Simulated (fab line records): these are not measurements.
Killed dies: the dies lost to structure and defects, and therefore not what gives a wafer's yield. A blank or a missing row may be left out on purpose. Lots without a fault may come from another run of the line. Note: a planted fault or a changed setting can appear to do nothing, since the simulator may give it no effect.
fab line records | flow n5_finfet
record: lots: 7 wafers: 19 last_day: 18
route steps=1938 shown PASSIVATION@1918
lots untouched by any fault: they come from a run of this same line in which no faults occurred
start_h: hours from the record's first day to the start of the lot's first wafer shown | wait_h: hours from the lot's prior step to this one | " the same as in the row above | L1.1+2: a row that stands for several wafers | - value missing, or start not given | * or withheld: withheld | < > ~ a bound
route shown NAME@n: a module of which the file shows steps, and the number in the route of the first | usual: mean/standard deviation taken from wafers without a fault | same: alike in all rows | chamber/n: place in a boat | sites: the reading at each site | _std_site: how widely they spread, as a standard deviation | _edge_site: inner sites' mean taken away from outer sites' mean | radius_mm: how far each site lies from the wafer's centre | mask NAME#n: copy n | behind: the most recent tool/chamber to have shaped the wafer | hold: why the lot went on hold/how many hours it stayed there/how the hold came to an end | device: names the non-switching transistor (n, p or np) | end of line: tests of these same wafers at the route's end | where a step has no rows: the recipe by itself | killed: dies that structure and defects cost at the first sort, which is not the same as the wafer's yield | map: a wafer's dies, marking killed ones x, the rest . and places with no die _
set.NAME: the setting as run; set.NAME@STEP: as run at that earlier step | model.NAME: the simulator's own value behind a step, which no gauge read
lots seen at some steps along the route; tables by step, rows by wafer
services: from which hour (start_h, from the record's first day; less than 0 if before it) a tool's chamber was out of use, for how many hours, and why
== steps ==
step: N5_PASSIVATION_COAT_38
recipe: spin_rpm: 3000 resist_thk_nm: withheld
step: N5_PASSIVATION_EBR_40
recipe: solvent: PGMEA ebr_width_mm: 1.5
step: N5_PASSIVATION_SOFTBAKE_39
recipe: temp_c: 110 time_s: 120
step: N5_PASSIVATION_EXPOSE_41
recipe: mask_id: PASS_OPEN na: 0.55 defocus_nm: 0 source_shape: conventional sigma_outer: 0.8 polarization: unpolarized target_cd_nm: 40000 dose_mj: 57.25
step: N5_PASSIVATION_PEB_42
recipe: peb_temp_c: withheld peb_time_s: *
step: N5_PASSIVATION_DEVELOP_43
recipe: develop_time_s: 60 rinse_liquid: diw dry: air_spin dev_temp_c: 21
step: N5_PASSIVATION_HARDBAKE_45
recipe: temp_c: 130 time_s: 120
step: N5_PASSIVATION_CD_MEAS_44
recipe: target_cd_nm: 40000 landing_energy_ev: 500 detector: se_inlens
usual: cd_nm: 40001/3.7
columns lot.wafer tool chamber start_h wait_h cd_nm
L256.2 cd_sem-03 0 299.16 - 39995
L256.5 " 0 " " 40001
L256.6 " 0 " " 39999
L259.1 cd_sem-01 0 303.28 - 40001
L259.3 " 0 " " 39997
L259.6 " 0 " " 39992
L262.2 cd_sem-02 0 326.92 - 40006
L262.3 " 0 " " 39999
L262.6 " 0 " " 40001
L269.2 cd_sem-01 0 383.24 - 40005
L269.3 " 0 " " 40007
L269.6 " 0 " " 40001
L276.1 cd_sem-02 0 414.79 - 40000
L276.3 " 0 " " 40002
L277.3 cd_sem-03 0 422.36 - 39998
L277.4 " 0 " " 40001
L278.4 cd_sem-02 0 426.80 - 40002
L278.5 " 0 " " 39995
L278.6 " 0 " " 40005
step: N5_PASSIVATION_OVL_MEAS_66
recipe: points_per_wafer: 44
usual: PASS_OPEN_OVL: -1/5.8
columns lot.wafer tool chamber start_h wait_h PASS_OPEN_OVL[nm]
L256.2 overlay-02 0 299.19 0.0 4
L256.5 " 0 " " 0
L256.6 " 0 " " 7
L259.1 overlay-02 0 303.31 0.0 0
L259.3 " 0 " " -1
L259.6 " 0 " " -5
L262.2 overlay-01 0 326.95 0.0 5
L262.3 " 0 " " 0
L262.6 " 0 " " 2
L269.2 overlay-01 0 383.27 0.0 -8
L269.3 " 0 " " -6
L269.6 " 0 " " -3
L276.1 overlay-02 0 414.83 0.0 1
L276.3 " 0 " " 6
L277.3 overlay-01 0 422.39 0.0 5
L277.4 " 0 " " 7
L278.4 overlay-02 0 426.83 0.0 0
L278.5 " 0 " " 7
L278.6 " 0 " " 1
step: N5_PASSIVATION_INSPECT_67
recipe: mode: adi inspect_instrument: macro
usual: raw_defect_count: 2.2/1.5
columns lot.wafer tool chamber start_h wait_h raw_defect_count
L256.2 defect_inspect-01 - 299.21 0.0 3
L256.5 " - " " 3
L256.6 " - " " 1
L259.1 defect_inspect-02 - 303.34 0.0 4
L259.3 " - " " 1
L259.6 " - " " 0
L262.2 defect_inspect-01 - 326.97 0.0 4
L262.3 " - " " 1
L262.6 " - " " 6
L269.2 defect_inspect-01 - 383.29 0.0 2
L269.3 " - " " 5
L269.6 " - " " 3
L276.1 defect_inspect-01 - 414.85 0.0 4
L276.3 " - " " 1
L277.3 defect_inspect-01 - 422.41 0.0 1
L277.4 " - " " 5
L278.4 defect_inspect-02 - 426.85 0.0 1
L278.5 " - " " 2
L278.6 " - " " 4
step: N5_PASSIVATION_DESCUM_46
recipe: chemistry: O2 time_s: 7.9 source_power_w: 50 bias_power_w: 20 pressure_mtorr: 20 rf_frequency_hz: 2.712e+07 temp_c: 40 o2_flow_sccm: 225
usual: drypump_motor_current_A: 5.7/0.52 oes_product_au: 0.81/0.079 rf_vpp_V: 243.9/1.2 showerhead_plenum_p_Torr: 2.14/0.059 throttle_valve_pct: 20.32/0.27
same: time_s: 7.9
columns lot.wafer tool chamber start_h wait_h drypump_motor_current_A oes_product_au rf_hours_counter_h rf_vpp_V showerhead_plenum_p_Torr throttle_valve_pct
L256.2 rie_diel-01 0 299.24 0.0 6.3 0.73 164 243.6 2.18 20.30
L256.5 " 0 " " 6.3 0.73 - 244.7 2.17 20.31
L256.6 " 1 " " 5.8 0.93 - 246.1 2.22 19.92
L259.1 rie_diel-01 0 303.50 0.2 6.3 0.73 166 244.0 2.17 20.30
L259.3 " 2 " " 5.2 0.78 107 245.6 2.17 20.14
L259.6 " 0 " " 6.3 0.73 - 243.3 2.17 20.32
L262.2 rie_diel-03 2 327.01 0.0 5.0 0.76 133 244.4 2.12 20.84
L262.3 " 1 " " 5.5 0.68 238 244.4 2.15 20.57
L262.6 " 2 " " 5.0 0.77 - 244.1 2.12 20.83
L269.2 rie_diel-01 2 383.41 0.1 5.2 0.76 134 245.9 2.16 20.18
L269.3 " 3 " " 6.5 0.82 65 244.0 2.12 20.24
L269.6 " 3 " " 6.6 0.82 - 244.1 2.12 20.22
L276.1 rie_diel-01 0 414.91 0.1 6.3 0.71 202 244.8 2.16 20.37
L276.3 " 2 " " 5.2 0.76 144 244.8 2.16 20.20
L277.3 rie_diel-01 0 422.45 0.0 6.3 0.71 203 244.8 2.16 20.38
L277.4 " 1 " " 5.8 0.87 69 245.5 2.20 19.99
L278.4 rie_diel-03 1 426.88 0.0 5.4 0.92 14 244.5 2.14 20.16
L278.5 " 3 " " 5.9 0.73 - 240.8 2.01 20.72
L278.6 " 2 " " 5.0 0.74 - 242.6 2.10 20.88
step: N5_PASSIVATION_PASS_ETCH_47
recipe: chemistry: CF4/O2 target: SiNx target_depth_a: 7700 time_s: 385 ion_energy_ev: 100 pressure_mtorr: 40 source_w: 535 bias_w: 49 Ar_flow_sccm: 100 cf4_flow_sccm: 100 O2_flow_sccm: 10
usual: drypump_motor_current_A: 5.7/0.52 oes_f_703_au: 0.81/0.074 oes_product_au: 0.81/0.077 rf_vpp_V: 240/4.4 showerhead_plenum_p_Torr: 2.25/0.065 throttle_valve_pct: 15.77/0.21
same: time_s: 385
columns lot.wafer tool chamber start_h wait_h drypump_motor_current_A oes_f_703_au oes_product_au rf_hours_counter_h rf_vpp_V showerhead_plenum_p_Torr throttle_valve_pct
L256.2 rie_diel-01 0 299.28 0.0 6.3 0.72 0.73 164 241 2.28 15.81
L256.5 " 0 " " 6.3 0.72 0.72 - 240 2.28 15.80
L256.6 " 1 " " 5.7 0.93 0.92 - 235 2.35 15.50
L259.1 rie_diel-01 0 303.54 0.0 6.3 0.72 0.73 166 242 2.28 15.79
L259.3 " 2 " " 5.2 0.80 0.80 107 241 2.31 15.77
L259.6 " 0 " " 6.3 0.72 0.73 - 240 2.28 15.82
L262.2 rie_diel-03 2 327.04 0.0 5.0 0.77 0.76 133 238 2.22 16.19
L262.3 " 1 " " 5.4 0.71 0.68 238 240 2.25 16.04
L262.6 " 2 " " 5.0 0.77 0.76 - 237 2.22 16.19
L269.2 rie_diel-01 2 383.44 0.0 5.2 0.78 0.77 134 243 2.30 15.82
L269.3 " 3 " " 6.6 0.84 0.83 65 244 2.23 15.69
L269.6 " 3 " " 6.5 0.84 0.83 - 245 2.23 15.68
L276.1 rie_diel-01 0 414.94 0.0 6.3 0.69 0.70 202 241 2.27 15.88
L276.3 " 2 " " 5.2 0.77 0.76 144 242 2.30 15.84
L277.3 rie_diel-01 0 422.48 0.0 6.3 0.70 0.70 204 240 2.27 15.89
L277.4 " 1 " " 5.7 0.86 0.85 69 236 2.34 15.59
L278.4 rie_diel-03 1 426.92 0.0 5.5 0.98 0.94 14 239 2.25 15.60
L278.5 " 3 " " 5.9 0.75 0.72 - 237 2.10 16.04
L278.6 " 2 " " 5.0 0.75 0.73 - 234 2.21 16.26
step: N5_PASSIVATION_ETCH_54
recipe: chemistry: CHF3/O2 target: SiO2 target_depth_a: 8800 CHF3_flow_sccm: 50 O2_flow_sccm: 5 Ar_flow_sccm: 200 time_s: 440 mask_material: PR pressure_mtorr: 30 source_w: 650 bias_w: 170 ion_energy_ev: 200
usual: drypump_motor_current_A: 5.7/0.52 oes_f_703_au: 0.81/0.074 oes_product_au: 0.81/0.077 rf_vpp_V: 523/8.9 showerhead_plenum_p_Torr: 2.46/0.07 throttle_valve_pct: 18.70/0.22
same: time_s: 440
columns lot.wafer tool chamber start_h wait_h drypump_motor_current_A oes_f_703_au oes_product_au rf_hours_counter_h rf_vpp_V showerhead_plenum_p_Torr throttle_valve_pct model.PASSIVATION.feature_depth_nm model.etch.depth_nm
L256.2 rie_diel-01 0 299.51 0.1 6.3 0.72 0.73 164 525 2.50 18.72 856.4 856.5
L256.5 " 0 " " 6.3 0.72 0.73 - 524 2.50 18.71 861.4 861.4
L256.6 " 1 " " 5.8 0.92 0.91 - 512 2.58 18.48 892.2 892.1
L259.1 rie_diel-01 0 303.77 0.1 6.3 0.72 0.73 166 525 2.50 18.72 862.6 862.6
L259.3 " 2 " " 5.2 0.80 0.79 107 526 2.53 18.66 899.4 899.3
L259.6 " 0 " " 6.3 0.72 0.73 - 522 2.50 18.73 867.4 867.5
L262.2 rie_diel-03 2 327.27 0.1 5.0 0.78 0.76 133 513 2.43 19.19 897 897.1
L262.3 " 1 " " 5.4 0.72 0.68 238 523 2.45 18.87 891.2 891.2
L262.6 " 2 " " 5.0 0.78 0.76 - 514 2.44 19.20 898 898.1
L269.2 rie_diel-01 2 383.67 0.1 5.2 0.77 0.76 134 527 2.52 18.71 900.2 900.3
L269.3 " 3 " " 6.6 0.84 0.88 66 533 2.43 18.56 1207 1207
L269.6 " 3 " " 6.6 0.84 0.83 - 533 2.43 18.53 891.8 891.9
L276.1 rie_diel-01 0 415.17 0.1 6.3 0.70 0.71 202 524 2.48 18.78 867.2 867.2
L276.3 " 2 " " 5.2 0.77 0.80 144 526 2.51 18.73 1203 1203
L277.3 rie_diel-01 0 422.71 0.1 6.3 0.70 0.75 204 522 2.48 18.80 1184 1184
L277.4 " 1 " " 5.8 0.86 0.92 69 513 2.56 18.54 1216 1216
L278.4 rie_diel-03 1 427.15 0.1 5.5 0.97 0.93 14 523 2.44 18.44 892 891.9
L278.5 " 3 " " 6.0 0.74 0.73 - 518 2.31 19.07 896 896
L278.6 " 2 " " 5.0 0.75 0.73 - 513 2.42 19.25 895.4 895.3
step: N5_PASSIVATION_STRIP_48
recipe: chemistry: O2 power_w: 600 temp_c: 60 pressure_mtorr: 30 rf_frequency_hz: 6e+07 bias_power_w: 0 overash_fraction: 0.5 o2_flow_sccm: 225
usual: drypump_motor_current_A: 5.7/0.52 oes_product_au: 0.81/0.08 rf_vpp_V: 3.6/2.4 showerhead_plenum_p_Torr: 2.14/0.059 throttle_valve_pct: 16.57/0.26
columns lot.wafer tool chamber start_h wait_h drypump_motor_current_A oes_product_au rf_hours_counter_h rf_vpp_V showerhead_plenum_p_Torr throttle_valve_pct
L256.2 rie_diel-01 0 299.79 0.1 6.4 0.71 164 8.1 2.18 16.60
L256.5 " 0 " " 6.3 0.73 - 5.2 2.18 16.60
L256.6 " 1 " " 5.9 0.94 - 6.7 2.22 16.18
L259.1 rie_diel-01 0 304.06 0.1 6.2 0.74 166 3.6 2.18 16.66
L259.3 " 2 " " 5.2 0.77 107 6.4 2.18 16.41
L259.6 " 0 " " 6.4 0.74 - 0.9 2.18 16.66
L262.2 rie_diel-03 2 328.37 1.0 5.0 0.76 133 2.2 2.12 16.98
L262.3 " 1 " " 5.4 0.70 238 11.6 2.15 16.83
L262.6 " 2 " " 5.0 0.78 - 4.1 2.12 17.06
L269.2 rie_diel-01 2 383.96 0.1 5.2 0.73 134 4.1 2.17 16.48
L269.3 " 3 " " 6.6 0.82 66 3.5 2.13 16.42
L269.6 " 3 " " 6.6 0.81 - 3.7 2.13 16.45
L276.1 rie_diel-01 0 415.46 0.1 6.3 0.73 202 1.7 2.16 16.72
L276.3 " 2 " " 5.2 0.74 144 1.3 2.16 16.50
L277.3 rie_diel-01 0 423.00 0.1 6.4 0.70 204 2.8 2.16 16.76
L277.4 " 1 " " 5.7 0.87 70 1.4 2.21 16.25
L278.4 rie_diel-03 1 427.44 0.1 5.5 0.93 14 3.8 2.14 16.35
L278.5 " 3 " " 5.9 0.74 - 3.1 2.01 17.02
L278.6 " 2 " " 5.0 0.72 - 7.1 2.11 17.09
== services ==
columns tool chamber start_h hours kind
rie_diel-01 0 287.50 1.8 repair
rie_diel-03 0 303.24 7.5 repair
rie_diel-03 1 321.25 4.6 repair
rie_diel-03 1 363.70 - clean
rie_diel-03 1 363.70 - consumable_replace:focus_ring
rie_diel-03 1 363.70 16.3 scheduled_down
rie_diel-03 1 363.70 16.3 vent_cycle
rie_diel-01 - 373.96 1.1 repair
rie_diel-01 1 378.85 1.3 repair
== key ==
first_sign none at tools or gauges
model_effect: step: N5_PASSIVATION_ETCH_54 value: PASSIVATION.feature_depth_nm without: 893.4 struck: 1202
met_at N5_PASSIVATION_ETCH_54
struck_wafers L269.3,L276.3,L277.3,L277.4
onset_between 303.77 383.67
fault: kind: process_parameter_drift tool: rie_diel-01 chamber: - onset_h: 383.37 steps: N5_PASSIVATION_ETCH_54 channel: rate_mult offset: 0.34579 shape: step end_h: 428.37 scope: struck_wafers_only
